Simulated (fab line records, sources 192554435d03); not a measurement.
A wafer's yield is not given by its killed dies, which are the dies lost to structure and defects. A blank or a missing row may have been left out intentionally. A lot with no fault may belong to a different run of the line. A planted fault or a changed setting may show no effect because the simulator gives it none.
The tool behind it: which one? + flow n5-finfet + 11 lots with 31 wafers sampled at 2 steps, on a route of 1938 steps

== WHAT THE GAUGES READ, wafer by wafer ==
N5_BEOL_M6_RS_MEAS_57: uses a four-point probe to measure.
| lot  | measured     | on            | M6_RS (ohm/sq)    |
|------|--------------|---------------|-------------------|
| L100 | day 8 15:44  | film-metro-02 | 0.281 0.284       |
| L102 | day 8 18:43  | film-metro-01 | 0.306 0.278 0.284 |
| L106 | day 10 02:58 | film-metro-02 | 0.274 0.278 0.282 |
| L107 | day 10 15:17 | film-metro-02 | 0.287 0.291       |
| L112 | day 11 19:56 | film-metro-02 | 0.283 0.280 0.289 |
| L113 | day 12 05:56 | film-metro-02 | 0.284 0.281 0.283 |
| L116 | day 12 17:28 | film-metro-02 | 0.275 0.275 0.296 |
| L117 | day 12 17:44 | film-metro-01 | 0.284 0.294 0.297 |
| L120 | day 14 00:37 | film-metro-02 | 0.287 0.279 0.278 |
| L119 | day 14 01:25 | film-metro-02 | 0.283 0.284 0.285 |
| L121 | day 15 03:46 | film-metro-02 | 0.275 0.282 0.283 |

N5_BEOL_M7_CD_MEAS_11: the cd target is 38.5 nm.
| lot  | measured     | on        | cd-nm (nm)     |
|------|--------------|-----------|----------------|
| L100 | day 8 17:14  | cd-sem-03 | 38.9 38.4      |
| L102 | day 8 19:58  | cd-sem-03 | 39.0 38.5 38.6 |
| L106 | day 10 05:43 | cd-sem-03 | 39.2 38.2 39.2 |
| L107 | day 10 18:44 | cd-sem-03 | 38.1 36.9      |
| L112 | day 12 00:53 | cd-sem-03 | 37.3 37.6 37.3 |
| L113 | day 12 07:44 | cd-sem-03 | 39.0 38.2 38.0 |
| L116 | day 12 19:22 | cd-sem-01 | 38.2 38.1 37.4 |
| L117 | day 12 19:35 | cd-sem-02 | 37.9 38.3 36.8 |
| L120 | day 14 02:20 | cd-sem-03 | 39.3 37.9 38.7 |
| L119 | day 14 04:40 | cd-sem-01 | 38.1 38.7 39.7 |
| L121 | day 15 06:00 | cd-sem-01 | 37.8 38.1 38.0 |

== WHICH TOOL RAN EACH LOT (tool, then ch and the chambers of the sampled wafers, then the start) ==
Before these readings, the record contains no process step.

== AS READ BY THE TOOLS THEMSELVES (means over the sampled wafers that have a number; for cases with no such wafer, the mark the record gives instead) ==
The record holds no such reading with a usual standard deviation.

== THE ANSWER, worked out from the rows above alone ==
Rule: the usual values come from the lots themselves. Put in order of their means at a reading, lots are off if they are a third of the lots or fewer, leave a main group of 4 or more, and stand apart from it by a gap of 3 or more times the standard deviation of the main group's means; of several such gaps the widest counts. The tables above print the reading to a certain number of digits; a main group whose means all agree to those digits is not used. A lot without any number at a reading at which 4 lots or more have one is off too. All remaining lots with rows at the step are treated as sound. After the gauges, taken in route order, come the tools' own readings; for these a lot's mean is taken, as printed above. The first step at which some lot is off is used, and at that step the reading that is off furthest; a lot without a number counts as furthest.
Across all readings shown, no lot is off: no conclusion can be drawn from this.

== WHAT WAS PUT IN BY THE SIMULATOR ==
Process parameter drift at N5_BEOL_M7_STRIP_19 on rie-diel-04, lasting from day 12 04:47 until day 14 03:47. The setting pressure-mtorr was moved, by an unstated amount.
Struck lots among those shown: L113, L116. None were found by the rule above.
